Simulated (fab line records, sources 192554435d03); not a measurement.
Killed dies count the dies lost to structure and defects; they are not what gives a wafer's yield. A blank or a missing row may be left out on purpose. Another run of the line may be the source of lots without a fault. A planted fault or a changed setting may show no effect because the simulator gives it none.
Lot-split experiment | flow n5 finfet | route with 1938 steps; 7 lots, 21 wafers read

## ON THE SPLIT
At N5_BEOL_M2_DESCUM_16 (chemistry O2, time 7 s), the setting time s was moved away from the recipe's 7 s on 5 of the 21 wafers read, by -21.5% to +20.5%. All remaining wafers had this setting at the recipe value.

The reading comes from the split's own step.

## THE READING
CAR-EUV_of_BEOL_M2_COAT_05.thk nm (the simulator's own value, which no gauge read), in nm, at N5_BEOL_M2_DESCUM_16 (chemistry O2, time 7 s). No usual value for it is given in the file. Average 26.1 nm, standard deviation 0.099 nm, over the 16 wafers here run with the recipe.

wafer  | tool, chamber at the split | time s as run, s | against the recipe | CAR-EUV_of_BEOL_M2_COAT_05.thk nm, nm | against lot-mates on the recipe
L074.1 | rie diel-02, 0,2,1         | 7                | recipe             | 26.2                                  | -
L074.2 | rie diel-02, 0,2,1         | 7                | recipe             | 26.2                                  | -
L074.3 | rie diel-02, 0,2,1         | 7                | recipe             | 26.2                                  | -
L076.1 | rie diel-03, 1             | 7                | recipe             | 26                                    | -
L076.2 | rie diel-03, 2             | 7                | recipe             | 26.2                                  | -
L076.4 | rie diel-03, 3             | 7.649            | +9.3%              | 25.8                                  | -0.3
L078.2 | rie diel-03, 2             | 5.493            | -21.5%             | 26.6                                  | +0.6
L078.3 | rie diel-03, 0,3           | 7                | recipe             | 26                                    | -
L078.6 | rie diel-03, 0,3           | 7                | recipe             | 26                                    | -
L082.1 | rie diel-02, 3,1,3         | 7                | recipe             | 26.2                                  | -
L082.3 | rie diel-02, 3,1,3         | 7                | recipe             | 26.2                                  | -
L082.4 | rie diel-02, 3,1,3         | 7                | recipe             | 26.2                                  | -
L084.2 | rie diel-02, 0             | 7                | recipe             | 26                                    | -
L084.5 | rie diel-02, 0             | 7                | recipe             | 26                                    | -
L084.3 | rie diel-02, 1             | 5.716            | -18.3%             | 26.8                                  | +0.8
L087.3 | rie diel-02, 1             | 7                | recipe             | 26.2                                  | -
L087.4 | rie diel-02, 3,1           | 7                | recipe             | 26                                    | -
L087.5 | rie diel-02, 3,1           | 7                | recipe             | 26                                    | -
L095.2 | rie diel-05, 3             | 7                | recipe             | 26.2                                  | -
L095.4 | rie diel-05, 1             | 8.437            | +20.5%             | 25.2                                  | -1.0
L095.5 | rie diel-05, 3             | 8.437            | +20.5%             | 25.4                                  | -0.8
If several chambers appear in one row, that row covers several wafers at once and the file leaves open which wafer was in which chamber.

THE FIT
A straight line over all 21 wafers: CAR-EUV_of_BEOL_M2_COAT_05.thk nm changes by -0.0342 nm for each +1% of time s; r = -0.94; the points scatter about the line by 0.12 nm.
The same after taking each lot's own level away (the mean of its wafers on the recipe; 21 wafers): -0.0389 nm for each +1%; r = -0.97; scatter 0.089 nm.
Per that fit: largest time s move, reading shift of 0.84 nm.
The lots' own levels span 26.00 to 26.20 nm, that is 2.0 times the standard deviation above.
In other words, the slope is changed by the lot-to-lot level; the two fits disagree.
Check: with one of the wafers moved furthest among these (-21.5%) left out of the fit, the line predicts +0.932 nm for it against its lot-mates. Against them it came out at +0.6 nm.

## THE OTHER SPLITS THESE WAFERS WENT THROUGH
Other splits were also applied to these wafers ahead of the reading. Each is held against what the fit with the lots' levels taken away leaves over:
other split on the same wafers | wafers away from the commonest value | r with CAR-EUV_of_BEOL_M2_COAT_05.thk nm (lot level and that fit taken away)
N5_BEOL_M1_ETCH_64 bias w      | 3                                    | +0.06
N5_BEOL_M2_COAT_62 spin rpm    | 10                                   | +0.09

## THE FILE'S OWN FIT
CAR-EUV_of_BEOL_M2_COAT_05.thk nm changes by -0.0374 nm for each +1% of time s, r = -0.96.
